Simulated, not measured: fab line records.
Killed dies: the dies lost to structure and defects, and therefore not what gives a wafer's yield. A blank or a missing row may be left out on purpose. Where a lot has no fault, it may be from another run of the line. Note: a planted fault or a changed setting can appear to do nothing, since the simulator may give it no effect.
Lot-split experiment | flow n5-finfet | 21 wafers read across 7 lots, on a route 1938 steps long

## SPLIT DETAILS
At N5_BEOL_M12_COAT_04 (resist thk 400 nm), the setting spin-rpm was moved away from the recipe's 1625 rpm on 8 of the 21 wafers read, by -11.1% to +6.3%. All remaining wafers had this setting at the recipe value.

## FROM THE SPLIT TO THE READING: what the file shows between them, 3 steps
- N5_BEOL_M12_EBR_06
- N5_BEOL_M12_SOFTBAKE_05: time 60 s
- N5_BEOL_M12_DESCUM_15: chemistry O2, time 7.9 s

## THE READING
coat_of_BEOL_M12_COAT_04.thk-nm (the simulator's own value, which no gauge read), in nm, at N5_BEOL_M12_ETCH_59 (etches BARC in N2/H2, target depth 89 nm, overetch 26.7 nm, time 67.9 s). There is no usual value for it anywhere in the file. The 13 wafers here that ran the recipe average 318.7 nm, standard deviation 1.8 nm.

wafer  | tool, chamber at the split | spin-rpm as run, rpm | against the recipe | coat_of_BEOL_M12_COAT_04.thk-nm, nm | against lot-mates on the recipe
L076.2 | litho-track-03, 0          | 1551                 | -4.6%              | 325.8                               | no lot-mate on the recipe
L076.4 | litho-track-03, 0          | 1551                 | -4.6%              | 327.2                               | no lot-mate on the recipe
L076.6 | litho-track-03, 0          | 1551                 | -4.6%              | 327.2                               | no lot-mate on the recipe
L083.1 | litho-track-01, 0          | 1625                 | recipe             | 317.8                               | -
L083.4 | litho-track-01, 0          | 1625                 | recipe             | 319.2                               | -
L083.5 | litho-track-01, 0          | 1625                 | recipe             | 318.6                               | -
L086.2 | litho-track-03, 0          | 1710                 | +5.2%              | 311.4                               | -9.6
L086.3 | litho-track-03, 0          | 1625                 | recipe             | 320.4                               | -
L086.6 | litho-track-03, 0          | 1625                 | recipe             | 321.6                               | -
L085.1 | litho-track-01, 0          | 1625                 | recipe             | 318                                 | -
L085.5 | litho-track-01, 0          | 1625                 | recipe             | 317.2                               | -
L085.6 | litho-track-01, 0          | 1625                 | recipe             | 321.4                               | -
L089.2 | litho-track-03, 0          | 1625                 | recipe             | 317.4                               | -
L089.4 | litho-track-03, 0          | 1625                 | recipe             | 318.2                               | -
L089.6 | litho-track-03, 0          | 1728                 | +6.3%              | 309.8                               | -8.0
L088.2 | litho-track-02, 0          | 1548                 | -4.7%              | 329                                 | +9.8
L088.3 | litho-track-02, 0          | 1625                 | recipe             | 319.2                               | -
L088.4 | litho-track-02, 0          | 1548                 | -4.7%              | 327.6                               | +8.4
L096.1 | litho-track-01, 0          | 1625                 | recipe             | 319.2                               | -
L096.2 | litho-track-01, 0          | 1445                 | -11.1%             | 339                                 | +22.1
L096.6 | litho-track-01, 0          | 1625                 | recipe             | 314.6                               | -

THE FIT
A straight line over all 21 wafers: coat_of_BEOL_M12_COAT_04.thk-nm changes by -1.72 nm for each +1% of spin-rpm; r = -0.97; the points scatter about the line by 1.7 nm.
The same after taking each lot's own level away (the mean of its wafers on the recipe; 18 wafers): -1.82 nm for each +1%; r = -0.98; scatter 1.5 nm.
That fit puts the effect of the largest move of spin-rpm on the reading at 20 nm.
Across the lots, their own levels run from 316.90 to 321.00 nm, a range of 2.3 times the standard deviation given above.
The two slopes agree, so the slope changes little with the lot-to-lot level.
Check: +18.7 nm against its lot-mates is what the line predicts for one of the wafers moved furthest among these (-11.1%) when that wafer is left out of the fit. It came out at +22.1 nm against them.

## THESE WAFERS: OTHER SPLITS
Note: prior to the reading, these wafers also went through further splits. Each is held against what the fit with the lots' levels taken away leaves over:
other split on the same wafers | wafers away from the commonest value | r with coat_of_BEOL_M12_COAT_04.thk-nm (lot level and that fit taken away)
N5_BEOL_M9_ETCH_62 time-s      | 10                                   | -0.10
N5_BEOL_M11_PECVD_70 temp-c    | 3                                    | -0.04
N5_BEOL_M11_EXPOSE_08 dose-mj  | 8                                    | +0.04
N5_BEOL_M11_DEP_56 time-s      | 4                                    | +0.07

## THE WHOLE CHAIN: every reading that the file lists as answering this split, in the file's order
step                 | what it does                                                            | reading                                                                          | change (the file's fit)              | r (the file's)
N5_BEOL_M12_COAT_04  | resist thk 400 nm                                                       | coat_of_BEOL_M12_COAT_04.thk-nm (the simulator's own value, which no gauge read) | -2.04 nm for each +1% of the setting | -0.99
N5_BEOL_M12_ETCH_59  | etches BARC in N2/H2, target depth 89 nm, overetch 26.7 nm, time 67.9 s | coat_of_BEOL_M12_COAT_04.thk-nm (the simulator's own value, which no gauge read) | -1.83 nm for each +1% of the setting | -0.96
N5_BEOL_M12_STRIP_63 | strips in N2/H2                                                         | strip-time-to-endpoint-s                                                         | withheld for each +1% of the setting | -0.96

## THE FILE'S OWN FIT
coat_of_BEOL_M12_COAT_04.thk-nm changes by -1.83 nm for each +1% of spin-rpm, r = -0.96.
